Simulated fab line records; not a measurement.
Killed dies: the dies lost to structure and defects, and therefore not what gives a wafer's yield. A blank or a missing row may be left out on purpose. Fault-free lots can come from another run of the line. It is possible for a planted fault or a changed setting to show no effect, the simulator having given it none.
Split-lot trial + flow n5_finfet + 39 wafers read across 7 lots, on a route 1938 steps long

## ABOUT THE SPLIT
At N5_WELL_APT_IMPLANT_31, the setting energy_kev was moved away from the recipe's 60 on 18 of the 39 wafers read, by -10.5% to +10.3%. For the rest of the wafers, this setting stayed at what the recipe calls for.

Reading taken at the split's own step.

## THE READING
In nm, at N5_WELL_APT_IMPLANT_31: implant.drp_nm, which is the simulator's own figure and was read by no gauge. The file gives no usual value for it.

| wafer  | tool, chamber at the split | energy_kev as run | against the recipe | implant.drp_nm, nm | against lot-mates on the recipe |
|--------|----------------------------|-------------------|--------------------|--------------------|---------------------------------|
| L075.1 | implanter-01, 0            | 60                | recipe             | 64.53              | -                               |
| L075.2 | implanter-01, 0            | 60                | recipe             | 64.53              | -                               |
| L075.5 | implanter-01, 0            | 60                | recipe             | 64.53              | -                               |
| L075.3 | implanter-01, 0            | 56.71             | -5.5%              | 62.61              | -1.92                           |
| L075.4 | implanter-01, 0            | 56.71             | -5.5%              | 62.61              | -1.92                           |
| L075.6 | implanter-01, 0            | 56.71             | -5.5%              | 62.61              | -1.92                           |
| L076.1 | implanter-01, 0            | 60                | recipe             | 64.53              | -                               |
| L076.3 | implanter-01, 0            | 60                | recipe             | 64.53              | -                               |
| L076.5 | implanter-01, 0            | 60                | recipe             | 64.53              | -                               |
| L080.1 | implanter-01, 0            | 60                | recipe             | 64.53              | -                               |
| L080.4 | implanter-01, 0            | 60                | recipe             | 64.53              | -                               |
| L080.6 | implanter-01, 0            | 60                | recipe             | 64.53              | -                               |
| L080.2 | implanter-01, 0            | 62.15             | +3.6%              | 65.73              | +1.20                           |
| L080.3 | implanter-01, 0            | 62.15             | +3.6%              | 65.73              | +1.20                           |
| L080.5 | implanter-01, 0            | 62.15             | +3.6%              | 65.73              | +1.20                           |
| L083.1 | implanter-01, 0            | 60                | recipe             | 64.53              | -                               |
| L083.2 | implanter-01, 0            | 60                | recipe             | 64.53              | -                               |
| L083.3 | implanter-01, 0            | 60                | recipe             | 64.53              | -                               |
| L083.4 | implanter-01, 0            | 66.19             | +10.3%             | 67.89              | +3.36                           |
| L083.5 | implanter-01, 0            | 66.19             | +10.3%             | 67.89              | +3.36                           |
| L083.6 | implanter-01, 0            | 66.19             | +10.3%             | 67.89              | +3.36                           |
| L094.1 | implanter-01, 0            | 53.69             | -10.5%             | 60.78              | -3.75                           |
| L094.3 | implanter-01, 0            | 53.69             | -10.5%             | 60.78              | -3.75                           |
| L094.5 | implanter-01, 0            | 53.69             | -10.5%             | 60.78              | -3.75                           |
| L094.2 | implanter-01, 0            | 60                | recipe             | 64.53              | -                               |
| L094.4 | implanter-01, 0            | 60                | recipe             | 64.53              | -                               |
| L094.6 | implanter-01, 0            | 60                | recipe             | 64.53              | -                               |
| L095.1 | implanter-02, 0            | 65.33             | +8.9%              | 67.44              | +2.91                           |
| L095.2 | implanter-02, 0            | 65.33             | +8.9%              | 67.44              | +2.91                           |
| L095.3 | implanter-02, 0            | 65.33             | +8.9%              | 67.44              | +2.91                           |
| L095.4 | implanter-02, 0            | 60                | recipe             | 64.53              | -                               |
| L095.5 | implanter-02, 0            | 60                | recipe             | 64.53              | -                               |
| L095.6 | implanter-02, 0            | 60                | recipe             | 64.53              | -                               |
| L097.1 | implanter-01, 0            | 53.94             | -10.1%             | 60.93              | -3.60                           |
| L097.2 | implanter-01, 0            | 53.94             | -10.1%             | 60.93              | -3.60                           |
| L097.4 | implanter-01, 0            | 53.94             | -10.1%             | 60.93              | -3.60                           |
| L097.3 | implanter-01, 0            | 60                | recipe             | 64.53              | -                               |
| L097.5 | implanter-01, 0            | 60                | recipe             | 64.53              | -                               |
| L097.6 | implanter-01, 0            | 60                | recipe             | 64.53              | -                               |

THE FIT
A straight line over all 39 wafers: implant.drp_nm changes by +0.342 nm for each +1% of energy_kev; r = +1.00; the points scatter about the line by 0.069 nm.
The same after taking each lot's own level away (the mean of its wafers on the recipe; 39 wafers): +0.342 nm for each +1%; r = +1.00; scatter 0.069 nm.
On that fit, the largest move of energy_kev shifts the reading by 3.6 nm.
The lots' own levels span 64.530 to 64.530 nm.
Hence the lot-to-lot level has little effect on the slope; both slopes agree.
Check: for one of the wafers moved furthest among these (-10.5%), held out of the fit, the line's prediction against its lot-mates is -3.64 nm. Against them it came out at -3.75 nm.

## THE WHOLE CHAIN: every reading that the file lists as answering this split, in the file's order
| step                   | what it does | reading                                                         | change (the file's fit)               | r (the file's) |
|------------------------|--------------|-----------------------------------------------------------------|---------------------------------------|----------------|
| N5_WELL_APT_IMPLANT_31 |              | implant.rp_nm (the simulator's own value, which no gauge read)  | +2.21 nm for each +1% of the setting  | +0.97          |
| N5_WELL_APT_IMPLANT_31 |              | implant.drp_nm (the simulator's own value, which no gauge read) | +0.343 nm for each +1% of the setting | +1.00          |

## THE FILE'S OWN FIT
implant.drp_nm changes by +0.343 nm for each +1% of energy_kev, r = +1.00.
